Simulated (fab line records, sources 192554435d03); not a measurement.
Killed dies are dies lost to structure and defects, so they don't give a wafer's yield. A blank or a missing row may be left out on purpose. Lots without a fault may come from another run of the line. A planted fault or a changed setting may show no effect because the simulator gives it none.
A struck lot beside a sound one | flow n5_finfet | 40 steps out of a route of 1938
Sound: wafers L345.2, L345.3, L345.5. Struck: wafers L356.1, L356.3, L356.6. The cause comes at the end.
At each step with rows: each side's tool, then ch and its chambers, then its first start. Under that, the readings that differ: sound wafers | struck wafers | difference of the means | sigmas: that difference in standard deviations of wafers without a fault.
alike: readings whose means differ by less than 2 such deviations, and words and numbers that are the same on both sides. not compared: withheld readings, readings that some wafer has no value for, bounds like >300 that may hide the same value, and numbers for which the record gives no deviation and whose values overlap.
The two part at a step that has a row with sigmas, a row that says differs or no value, or rows on one side only. Numbers that don't overlap but have no deviation are shown without sigmas and don't part them. A reading that every wafer of one side lacks parts them only if that side has two wafers or more.

first, 10 steps without rows for these wafers: N5_FIN_SAQP_PRECLEAN_42 (cleans in O3/DIW, time 60 s); N5_FIN_SAQP_PRECLEAN_00 (cleans in SC1, time 60 s); N5_FIN_SAQP_PRECLEAN_44 (cleans in SC2, time 45 s); N5_FIN_SAQP_SRD_01 (time 30 s); N5_FIN_SAQP_ALD_61 (deposits SiO2, target thk 4 nm, pulse time 1 s, purge time 2 s); N5_FIN_SAQP_DENSIFY_62 (time 60 s); N5_FIN_SAQP_HM_DEP_03 (deposits SiNx from SiH4/NH3/N2, target thk 38 nm, time 33.6 s); N5_FIN_SAQP_PECVD_47 (deposits a-Si from SiH4/He, target thk 45 nm, time 36.3 s); N5_FIN_SAQP_PECVD_48 (deposits SiNx from SiH4/NH3/N2, target thk 25 nm, time 22.1 s); N5_FIN_SAQP_PECVD_06 (deposits a-Si from SiH4/He, target thk 60 nm, time 48.1 s).
N5_FIN_SAQP_HM_DEP_72: deposits SiO2 from SiH4/N2O, target thk 12 nm, time 7.2 s.
  sound on pecvd-01 ch 0,1, day 4 04:05; struck on pecvd-01 ch 0,1,2, day 6 22:07
  alike: heater_power_w, rf_fwd_power_W, showerhead_plenum_p_Torr
then, 8 steps without rows for these wafers: N5_FIN_SAQP_COAT_49 (time 60 s, resist thk 100 nm); N5_FIN_SAQP_COAT_50 (time 60 s, resist thk 35 nm); N5_FIN_SAQP_COAT_10 (resist thk 90 nm); N5_FIN_SAQP_EBR_12; N5_FIN_SAQP_SOFTBAKE_11 (time 60 s); N5_FIN_SAQP_EXPOSE_13 (exposes mask FIN CORE, target cd 35.6 nm); N5_FIN_SAQP_PEB_14 (peb time 60 s); N5_FIN_SAQP_DEVELOP_15 (develop time 30 s).
N5_FIN_SAQP_INSPECT_18: inspects for defects (brightfield).
  sound on defect_inspect-01, day 4 04:29; struck on defect_inspect-01, day 6 22:38
  reading          | sound       | struck      | difference | sigmas
  raw_defect_count | 448 469 416 | 951 966 927 | +504       | +5
then, 17 steps without rows for these wafers: N5_FIN_SAQP_DESCUM_21 (chemistry O2, time 7.9 s); N5_FIN_SAQP_ETCH_51 (etches SiARC in CF4, target depth 45.5 nm, time 75.8 s); N5_FIN_SAQP_ETCH_52 (etches SOC in N2/H2, target depth 100 nm, overetch 20 nm, time 150 s); N5_FIN_SAQP_STRIP_53 (strips in N2/H2); N5_FIN_SAQP_HM_OPEN_73 (chemistry CHF3/O2, target SiO2, stops on a-Si, target depth 12 nm, time 16.8 s); N5_FIN_SAQP_STRIP_74 (strips in CHF3/O2); N5_FIN_SAQP_MANDREL_ETCH_22 (etches a-Si in HBr/Cl2, stops on SiNx, target depth 60 nm, bt time 10 s, time 30 s); N5_FIN_SAQP_STRIP_55 (strips in N2/H2); N5_FIN_SAQP_STRIP_23 (strips in SPM, time 750 s); N5_FIN_SAQP_SRD_66 (time 30 s); N5_FIN_SAQP_RECESS_75 (chemistry HF/NH3, target SiO2, target depth 14.4 nm, afs cycles 3, sublimation time 60 s); N5_FIN_SAQP_SPACER1_ALD_24 (deposits SiO2, target thk 20.3 nm, pulse time 1 s, purge time 2 s); N5_FIN_SAQP_SPACER1_ETCHBACK_25 (etches SiO2 in CHF3/O2, target depth 24.4 nm, time 12.2 s); N5_FIN_SAQP_MANDREL1_REMOVE_56 (chemistry HBr/Cl2/O2, target a-Si, stops on SiNx, bt time 10 s); N5_FIN_SAQP_ETCH_57 (etches SiNx in CH3F/O2, target depth 32.5 nm, time 46.4 s); N5_FIN_SAQP_ETCH_65 (etches SiO2 in CF4, target depth 4 nm, time 4.4 s); N5_FIN_SAQP_MANDREL_ETCH_58 (etches a-Si in HBr/Cl2, stops on SiNx, target depth 45 nm, bt time 10 s, time 27 s).
N5_FIN_SAQP_INSPECT_40: inspects for defects (brightfield).
  sound on defect_inspect-02, day 4 08:46; struck on defect_inspect-02, day 7 03:05
  reading          | sound       | struck      | difference | sigmas
  raw_defect_count | 291 236 211 | 630 763 738 | +464       | +8
N5_FIN_CUT_INSPECT_10: inspects for defects (brightfield).
  sound on defect_inspect-02, day 4 09:10; struck on defect_inspect-01, day 7 03:35
  reading          | sound    | struck      | difference | sigmas
  raw_defect_count | 53 36 43 | 499 501 505 | +458       | +46
-- the record jumps here: 12 days lie between the struck wafers' starts before and after (it left off in module FIN_CUT and takes up again in module PASSIVATION, whose first step shown is number 1936 of the route) --
N5_PASSIVATION_PROBE_49:
  the record has rows for the struck wafers here (prober-01, day 18 18:28) and none for the sound ones

WHERE THEY PART
First at N5_FIN_SAQP_INSPECT_18; last, within this record, at N5_PASSIVATION_PROBE_49.

WHY: what the simulator had put in
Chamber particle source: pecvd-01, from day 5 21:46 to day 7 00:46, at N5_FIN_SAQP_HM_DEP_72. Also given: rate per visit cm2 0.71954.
